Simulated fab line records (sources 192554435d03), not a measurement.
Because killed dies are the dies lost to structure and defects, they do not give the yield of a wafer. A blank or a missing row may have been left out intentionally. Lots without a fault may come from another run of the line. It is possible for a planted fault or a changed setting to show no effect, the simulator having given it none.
What tool caused it?	flow n5 finfet	Sampling: 24 lots, 72 wafers, 6 of 1938 route steps

WHAT THE GAUGES SHOWED, per wafer
N5_BEOL_M12_INSPECT_12: inspects for defects (macro). Usual: 2.0 for raw defect count, sd 1.4.
lot	measured	on	raw defect count	flag
L074	day 11 07:32	defect inspect-01	1 2 3	
L075	day 11 07:46	defect inspect-02	2 2 3	
L077	day 11 08:00	defect inspect-01	1 3 0	
L076	day 11 10:00	defect inspect-01	5 2 1	
L079	day 12 00:53	defect inspect-02	3 0 1	
L080	day 12 02:25	defect inspect-02	0 2 1	
L078	day 12 02:46	defect inspect-02	0 1 2	
L081	day 12 08:36	defect inspect-01	2 1 3	
L082	day 12 20:10	defect inspect-01	2 4 0	
L083	day 12 21:36	defect inspect-01	1 5 4	
L084	day 13 06:21	defect inspect-01	3 2 3	
L086	day 13 08:49	defect inspect-01	0 0 3	
L085	day 13 15:38	defect inspect-02	4 2 2	
L087	day 14 07:49	defect inspect-02	0 1 1	
L090	day 14 15:05	defect inspect-02	2 1 4	
L088	day 14 15:19	defect inspect-02	6 5 1	
L092	day 14 23:21	defect inspect-01	3 4 1	
L089	day 15 07:49	defect inspect-01	1 1 1	
L091	day 15 09:26	defect inspect-01	0 1 3	
L093	day 15 14:52	defect inspect-01	0 4 2	
L094	day 16 05:03	defect inspect-02	0 3 2	
L095	day 16 06:17	defect inspect-02	3 2 2	
L096	day 16 15:20	defect inspect-01	2 2 0	
L097	day 16 23:53	defect inspect-02	3 1 5	

N5_BEOL_M12_OCD_MEAS_35. Usual: 319 nm for trench depth nm, sd 3.5.
lot	measured	on	trench depth nm (nm)	flag
L074	day 11 09:24	ocd-01	318 322 324	
L075	day 11 09:43	ocd-02	318 320 325	
L077	day 11 09:58	ocd-01	321 326 323	
L076	day 11 11:28	ocd-02	316 313 316	
L079	day 12 02:42	ocd-01	316 320 322	
L080	day 12 04:01	ocd-01	315 314 317	
L078	day 12 04:24	ocd-02	325 322 323	
L081	day 12 10:11	ocd-02	317 323 317	
L082	day 12 22:05	ocd-01	319 320 315	
L083	day 12 23:34	ocd-02	317 316 319	
L084	day 13 07:49	ocd-01	315 312 318	
L086	day 13 10:38	ocd-02	322 315 322	
L085	day 13 17:26	ocd-01	315 324 321	
L087	day 14 09:37	ocd-01	321 315 315	
L090	day 14 16:43	ocd-02	320 323 319	
L088	day 14 17:04	ocd-01	319 313 317	
L092	day 15 00:49	ocd-02	320 323 323	
L089	day 15 09:31	ocd-01	319 315 322	
L091	day 15 11:37	ocd-02	322 319 318	
L093	day 15 16:19	ocd-01	321 321 317	
L094	day 16 06:38	ocd-02	317 317 329	
L095	day 16 07:49	ocd-02	318 317 320	
L096	day 16 16:48	ocd-01	319 316 318	
L097	day 17 01:29	ocd-01	326 320 316	

N5_BEOL_M13_THK_MEAS_01. Usual: M13_ILD_THK typically reads 838 nm, with standard deviation 11.
lot	measured	on	M13_ILD_THK (nm)	flag
L074	day 11 12:52	film metro-01	821 823 836	
L075	day 11 13:17	film metro-02	831 840 849	
L077	day 11 18:05	film metro-01	824 840 831	
L076	day 11 18:52	film metro-02	840 844 838	
L079	day 12 07:12	film metro-01	825 844 847	
L080	day 12 07:19	film metro-02	813 825 844	
L078	day 12 08:35	film metro-01	826 836 851	
L081	day 12 16:25	film metro-01	825 827 846	
L082	day 12 23:55	film metro-02	837 843 841	
L083	day 13 06:19	film metro-02	843 854 861	
L084	day 13 13:33	film metro-01	839 833 854	
L086	day 13 14:14	film metro-02	835 825 825	
L085	day 13 23:07	film metro-02	845 854 837	
L087	day 14 13:23	film metro-01	838 828 832	
L090	day 14 23:36	film metro-01	835 848 862	
L088	day 15 00:52	film metro-01	843 835 857	
L092	day 15 03:30	film metro-01	829 827 848	
L089	day 15 12:13	film metro-01	822 824 844	
L091	day 15 17:53	film metro-02	833 838 837	
L093	day 15 19:37	film metro-01	843 864 838	
L094	day 16 12:35	film metro-02	836 818 835	
L095	day 16 13:32	film metro-02	831 841 834	
L096	day 16 20:25	film metro-02	831 836 844	
L097	day 17 05:38	film metro-01	814 836 839	

WHICH TOOL RAN EACH LOT (tool, then ch and the chambers of the sampled wafers, then the start)
lot	N5_BEOL_M12_ETCH_59	N5_BEOL_M12_STRIP_64	N5_BEOL_M12_DEGAS_41
L074	rie diel-04 ch 1,2,3, day 11 07:58	plasma asher-01 ch 0,1, day 11 08:17	pvd sputter-02, day 11 11:26
L075	rie diel-04 ch 0,1,3, day 11 08:14	plasma asher-01 ch 0,1, day 11 08:35	pvd sputter-03, day 11 11:48
L077	rie diel-03 ch 1,2,3, day 11 08:32	plasma asher-01 ch 0,1, day 11 08:52	pvd sputter-03, day 11 16:34
L076	rie diel-03 ch 0,1, day 11 10:04	plasma asher-02 ch 0,1, day 11 10:24	pvd sputter-02, day 11 16:57
L079	rie diel-02 ch 0,1,2, day 12 01:08	plasma asher-01 ch 0,1, day 12 01:28	pvd sputter-02, day 12 05:46
L080	rie diel-02 ch 0,3, day 12 02:29	plasma asher-01 ch 0,1, day 12 02:48	pvd sputter-03, day 12 05:52
L078	rie diel-02 ch 0,2,3, day 12 02:50	plasma asher-02 ch 0,1, day 12 03:09	pvd sputter-01, day 12 06:50
L081	rie diel-02 ch 0,1,2, day 12 08:40	plasma asher-01 ch 0,1, day 12 08:59	pvd sputter-02, day 12 14:49
L082	rie diel-04 ch 0,1,3, day 12 20:17	plasma asher-02 ch 0,1, day 12 20:36	pvd sputter-02, day 12 22:27
L083	rie diel-03 ch 0,3, day 12 22:07	plasma asher-01 ch 0,1, day 12 22:25	pvd sputter-02, day 13 04:43
L084	rie diel-04 ch 0,1,3, day 13 06:25	plasma asher-01 ch 0,1, day 13 06:44	pvd sputter-02, day 13 11:58
L086	rie diel-04 ch 0,1,3, day 13 08:53	plasma asher-01 ch 0,1, day 13 09:12	pvd sputter-03, day 13 12:49
L085	rie diel-02 ch 2,3, day 13 15:43	plasma asher-01 ch 0,1, day 13 16:05	pvd sputter-02, day 13 21:32
L087	rie diel-02 ch 0,1,2, day 14 08:06	plasma asher-01 ch 1, day 14 08:25	pvd sputter-03, day 14 11:57
L090	rie diel-02 ch 1,2, day 14 15:09	plasma asher-01 ch 0,1, day 14 15:29	pvd sputter-02, day 14 22:02
L088	rie diel-04 ch 1,2,3, day 14 15:23	plasma asher-02 ch 0,1, day 14 15:41	pvd sputter-03, day 14 23:09
L092	rie diel-02 ch 1,2,3, day 14 23:25	plasma asher-01 ch 0,1, day 14 23:44	pvd sputter-01, day 15 01:45
L089	rie diel-03 ch 1,2,3, day 15 07:54	plasma asher-01 ch 0,1, day 15 08:13	pvd sputter-02, day 15 10:38
L091	rie diel-02 ch 0,1,2, day 15 09:30	plasma asher-01 ch 0,1, day 15 09:49	pvd sputter-01, day 15 13:37
L093	rie diel-04 ch 2,3, day 15 14:55	plasma asher-02 ch 0,1, day 15 15:16	pvd sputter-02, day 15 17:13
L094	rie diel-03 ch 1,2, day 16 05:07	plasma asher-01 ch 0, day 16 05:26	pvd sputter-02, day 16 11:05
L095	rie diel-03 ch 2,3, day 16 06:25	plasma asher-02 ch 0,1, day 16 06:45	pvd sputter-02, day 16 12:04
L096	rie diel-03 ch 0,1,3, day 16 15:24	plasma asher-02 ch 0,1, day 16 15:44	pvd sputter-02, day 16 18:50
L097	rie diel-04 ch 0,3, day 16 23:58	plasma asher-01 ch 0,1, day 17 00:16	pvd sputter-01, day 17 04:12
- N5_BEOL_M12_ETCH_59: etches BARC in N2/H2, target depth 89 nm, overetch 26.7 nm, time 67.9 s.
- N5_BEOL_M12_STRIP_64: strips in N2/H2.
- N5_BEOL_M12_DEGAS_41: time 60 s.

AS READ BY THE TOOLS THEMSELVES (means over the sampled wafers that have a number; for cases with no such wafer, the mark the record gives instead)
N5_BEOL_M12_ETCH_59. Usual: drypump motor current A 5.8 A, standard deviation 0.37; oes product au 0.70 a.u., standard deviation 0.066; rf vpp V 524.2 V, standard deviation 2.7; showerhead plenum p Torr 2.55 Torr, standard deviation 0.088; throttle valve pct 17.77 %, standard deviation 0.2.
lot	tool	drypump motor current A (A)	oes product au (a.u.)	rf vpp V (V)	showerhead plenum p Torr (Torr)	throttle valve pct (%)	flag
L074	rie diel-04	5.8	0.72	523.5	2.53	17.76	
L075	rie diel-04	5.6	0.68	525.0	2.59	17.71	
L077	rie diel-03	5.7	0.74	524.2	2.55	17.75	
L076	rie diel-03	6.1	0.75	523.9	2.56	17.85	
L079	rie diel-02	5.8	0.70	524.7	2.57	17.77	
L080	rie diel-02	6.0	0.66	525.0	2.58	17.76	
L078	rie diel-02	6.0	0.64	524.2	2.54	17.87	
L081	rie diel-02	5.8	0.70	524.1	2.57	17.78	
L082	rie diel-04	5.6	0.67	524.2	2.58	17.72	
L083	rie diel-03	5.9	0.73	521.8	2.51	17.82	
L084	rie diel-04	5.6	0.66	525.7	2.58	17.74	
L086	rie diel-04	5.6	0.66	524.2	2.58	17.74	
L085	rie diel-02	6.0	0.60	522.2	2.49	18.01	
L087	rie diel-02	5.8	0.68	523.9	2.56	17.81	
L090	rie diel-02	5.7	0.70	525.7	2.61	17.72	
L088	rie diel-04	5.9	0.68	522.4	2.52	17.80	
L092	rie diel-02	5.9	0.73	524.7	2.57	17.70	
L089	rie diel-03	5.7	0.70	524.4	2.53	17.82	
L091	rie diel-02	5.8	0.68	524.3	2.55	17.83	
L093	rie diel-04	6.0	0.73	521.6	2.47	17.71	
L094	rie diel-03	5.8	0.70	524.2	2.54	17.85	
L095	rie diel-03	5.2	0.70	522.8	2.49	17.73	
L096	rie diel-03	6.0	0.69	524.1	2.53	17.90	
L097	rie diel-04	5.5	0.67	526.2	2.58	17.64	

N5_BEOL_M12_STRIP_64. Usual: drypump motor current A 5.66 A, standard deviation 0.19; heater power w 325 W, standard deviation 44; oes product au 0.715 a.u., standard deviation 0.0049; strip time to endpoint s 31.32 s, standard deviation 0.077.
lot	tool	drypump motor current A (A)	heater power w (W)	oes product au (a.u.)	strip time to endpoint s (s)	flag
L074	plasma asher-01	5.67	299	0.712	31.34	
L075	plasma asher-01	5.56	305	0.717	31.28	
L077	plasma asher-01	5.65	302	0.717	31.35	
L076	plasma asher-02	5.66	361	0.717	31.39	
L079	plasma asher-01	5.57	304	0.713	31.32	
L080	plasma asher-01	5.58	303	0.716	31.17	
L078	plasma asher-02	5.84	398	0.719	31.32	
L081	plasma asher-01	5.67	299	0.718	31.34	
L082	plasma asher-02	5.66	361	0.715	31.39	
L083	plasma asher-01	5.59	306	0.715	31.32	
L084	plasma asher-01	5.66	301	0.712	31.18	
L086	plasma asher-01	5.66	304	0.711	31.32	
L085	plasma asher-01	5.58	307	0.709	31.25	
L087	plasma asher-01	5.75	295	0.717	31.28	
L090	plasma asher-01	5.65	301	0.715	31.30	
L088	plasma asher-02	5.67	361	0.708	31.28	
L092	plasma asher-01	5.67	294	0.710	31.38	
L089	plasma asher-01	5.66	304	0.718	31.32	
L091	plasma asher-01	5.65	306	0.714	31.27	
L093	plasma asher-02	5.83	394	0.718	31.34	
L094	plasma asher-01	5.49	308	0.717	31.40	
L095	plasma asher-02	5.84	392	0.710	31.42	
L096	plasma asher-02	5.67	361	0.715	31.41	
L097	plasma asher-01	5.67	301	0.711	31.41	

N5_BEOL_M12_DEGAS_41. Usual: 326 W for heater power w, sd 34.
lot	tool	heater power w (W)	flag
L074	pvd sputter-02	329	
L075	pvd sputter-03	308	
L077	pvd sputter-03	347	
L076	pvd sputter-02	310	
L079	pvd sputter-02	301	
L080	pvd sputter-03	310	
L078	pvd sputter-01	337	
L081	pvd sputter-02	337	
L082	pvd sputter-02	302	
L083	pvd sputter-02	324	
L084	pvd sputter-02	328	
L086	pvd sputter-03	345	
L085	pvd sputter-02	322	
L087	pvd sputter-03	342	
L090	pvd sputter-02	336	
L088	pvd sputter-03	350	
L092	pvd sputter-01	333	
L089	pvd sputter-02	327	
L091	pvd sputter-01	342	
L093	pvd sputter-02	317	
L094	pvd sputter-02	316	
L095	pvd sputter-02	340	
L096	pvd sputter-02	313	
L097	pvd sputter-01	333	

THE ANSWER, worked out from the rows above alone
Rule: take the mean of a lot's wafers that have a number; if it is more than 3 standard deviations from the usual mean, the lot is off. Also off: a lot with no number at a reading for which 4 or more lots have one. Where the step has rows for the other lots, those lots are counted as sound. The gauges are gone through in route order, then the tools' own readings, and for those a lot's mean is taken as printed above. The first step at which some lot is off is used, and at that step the reading that is off furthest; a lot without a number counts as furthest.
Across all readings shown, no lot is off: no conclusion can be drawn from this.

WHAT THE SIMULATOR HAD INSERTED
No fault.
